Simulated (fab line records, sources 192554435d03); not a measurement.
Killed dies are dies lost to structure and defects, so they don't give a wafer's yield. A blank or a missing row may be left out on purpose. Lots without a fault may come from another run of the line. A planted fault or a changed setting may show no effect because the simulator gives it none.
Chamber matching | flow n5_finfet | N5_BEOL_M5_ETCH_67 on rie_diel-05: 4 sister chambers
The step etches SiARC in CF4, target depth 15.6 nm, time 26 s. 4 wafers are shown with their chamber, then 9 later ones without.

WAFERS WITH THEIR CHAMBER
wafer  | chamber | showerhead_plenum_p_Torr (Torr)
L079.5 | 3       | 2.12
L086.3 | 1       | 2.25
L086.4 | 2       | 2.24
L086.5 | 0       | 2.08

WAFERS WITHOUT THEIR CHAMBER
wafer  | showerhead_plenum_p_Torr (Torr)
L092.4 | 2.24
L092.5 | 2.11
L092.6 | 2.24
L093.1 | 2.24
L093.4 | 2.25
L093.6 | 2.25
L097.1 | 2.23
L097.3 | 2.08
L097.6 | 2.24

WHICH CHAMBER EACH WENT THROUGH
wafer  | from the rows above | in truth
L092.4 | 2                   | 2
L092.5 | 3                   | 3
L092.6 | 2                   | 2
L093.1 | 2                   | 2
L093.4 | 1                   | 1
L093.6 | 1                   | 1
L097.1 | 2                   | 2
L097.3 | 0                   | 0
L097.6 | 2                   | 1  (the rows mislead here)
Placed correctly: 8 of 9. Can't be placed from these rows: 0. Placed wrongly: 1.
How it was worked out, from the rows above alone: a wafer's distance from a chamber is the root of the sum, over the readings, of the square of ((its reading less the chamber's mean) divided by the reading's scatter). The wafer belongs to the nearest chamber; if the next one is less than 2 further off, it can't be placed. A chamber's mean is the mean of its shown wafers. The scatter: with one shown wafer a chamber, the root of the mean of the squares of how far each hidden wafer lies from its nearest shown one.
